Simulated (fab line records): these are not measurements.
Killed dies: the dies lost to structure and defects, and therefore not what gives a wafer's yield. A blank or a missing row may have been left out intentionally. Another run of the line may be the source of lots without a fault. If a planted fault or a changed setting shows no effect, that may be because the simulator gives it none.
One fault through the eyes of 3 desks | flow nand_harc | every desk sees just its own numbers, and what lay behind them comes last

## TOOL OWNER'S DESK, rie_diel-13
The tool's own readings at NHARC_A_CHANNEL_HOLE_D2_ETCH_38 (etches the open film in CF4, target depth 39 nm, time 65 s): means of the sampled wafers that have a number, for each lot that ran on this tool. The brackets show how far a lot's mean lies from the usual mean; more than 4 standard deviations puts the lot out of limits, marked OUT.
Columns: A = drypump_motor_current_A at NHARC_A_CHANNEL_HOLE_D2_ETCH_38, usual 5.8 A; B = mfc_ar_sccm at NHARC_A_CHANNEL_HOLE_D2_ETCH_38, usual 0.010 sccm; C = oes_product_au at NHARC_A_CHANNEL_HOLE_D2_ETCH_38, usual 0.997 a.u.; D = rf_vpp_V at NHARC_A_CHANNEL_HOLE_D2_ETCH_38, usual 151.5 V; E = run_length_s at NHARC_A_CHANNEL_HOLE_D2_ETCH_38, usual 86.3 s; F = showerhead_plenum_p_Torr at NHARC_A_CHANNEL_HOLE_D2_ETCH_38, usual 1.78 Torr; G = throttle_valve_pct at NHARC_A_CHANNEL_HOLE_D2_ETCH_38, usual 13.285 %
lot  | first seen here | A   | B     | C     | D     | E              | F    | G
L151 | day 16 02:24    | 6.1 | 0.002 | 1.008 | 151.7 | 86.1           | 1.81 | 13.294
L162 | day 20 21:34    | 6.1 | 0.002 | 0.999 | 151.7 | 74.7 (-25) OUT | 1.81 | 13.276
L164 | day 22 04:36    | 6.3 | 0.003 | 0.981 | 151.3 | 75.1 (-24) OUT | 1.85 | 13.290
This desk's finding: out of limits on L162, L164; first on L162, day 20 21:34 (run_length_s at NHARC_A_CHANNEL_HOLE_D2_ETCH_38). L151: within limits.

## THE DEFECT DESK
Inspection counts along the route, by lot: the mean over sampled wafers that carry a number. The brackets show how far a lot's mean lies from the usual mean; more than 4 standard deviations puts the lot out of limits, marked OUT.
Columns: A = raw_defect_count at NHARC_A_CHANNEL_HOLE_D2_INSPECT_12, usual 28
lot  | first seen here | A
L147 | day 14 19:27    | 53
L151 | day 16 02:16    | 57
L162 | day 20 21:25    | 17
L165 | day 21 23:38    | 7
L164 | day 22 04:26    | 19
L167 | day 22 12:05    | 35
Result from this desk: across the 6 lots, nothing is out of limits.

## FROM THE METROLOGY DESK
Lot by lot, what the gauges showed, no matter which tool ran the lot: averages of those sampled wafers that carry a number. The brackets show how far a lot's mean lies from the usual mean; more than 4 standard deviations puts the lot out of limits, marked OUT.
Columns: A = cd_nm at NHARC_A_CHANNEL_HOLE_D2_CD_MEAS_10, usual 100.1 nm; B = overlay_x_nm at NHARC_A_CHANNEL_HOLE_D2_OVL_MEAS_11, usual 0.2 nm; C = overlay_y_nm at NHARC_A_CHANNEL_HOLE_D2_OVL_MEAS_11, usual -0.2 nm
lot  | first seen here | A     | B    | C
L147 | day 14 19:19    | 100.8 | -0.1 | -0.2
L151 | day 16 02:08    | 100.8 | 0.3  | -0.1
L162 | day 20 21:17    | 100.4 | -0.2 | 0.8
L165 | day 21 23:31    | 100.6 | -0.2 | -2.0
L164 | day 22 04:19    | 99.7  | 0.8  | -0.2
L167 | day 22 11:57    | 99.5  | 0.9  | -0.9
Result from this desk: across the 6 lots, nothing is out of limits.

## TAKEN TOGETHER
The tool owner's desk could have raised an alarm at day 20 21:34, on L162, L164.
Nothing the defect desk looked at was out of limits.
The metrology desk saw nothing out of limits.
The defect desk has L162, L164 on record, within its limits.
The metrology desk has L162, L164 on record, within its limits.
NHARC_A_CHANNEL_HOLE_D2_ETCH_38 was run on rie_diel-13 by each of the lots named.

## WHAT HAD BEEN PUT IN BY THE SIMULATOR
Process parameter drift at NHARC_A_CHANNEL_HOLE_D2_ETCH_38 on rie_diel-13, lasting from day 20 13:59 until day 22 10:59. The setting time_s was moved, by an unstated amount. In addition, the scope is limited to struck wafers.
Struck lots among those shown: L162, L164.
Each desk's first reading out of limits, in hours after the fault started: the tool owner's desk, 8.
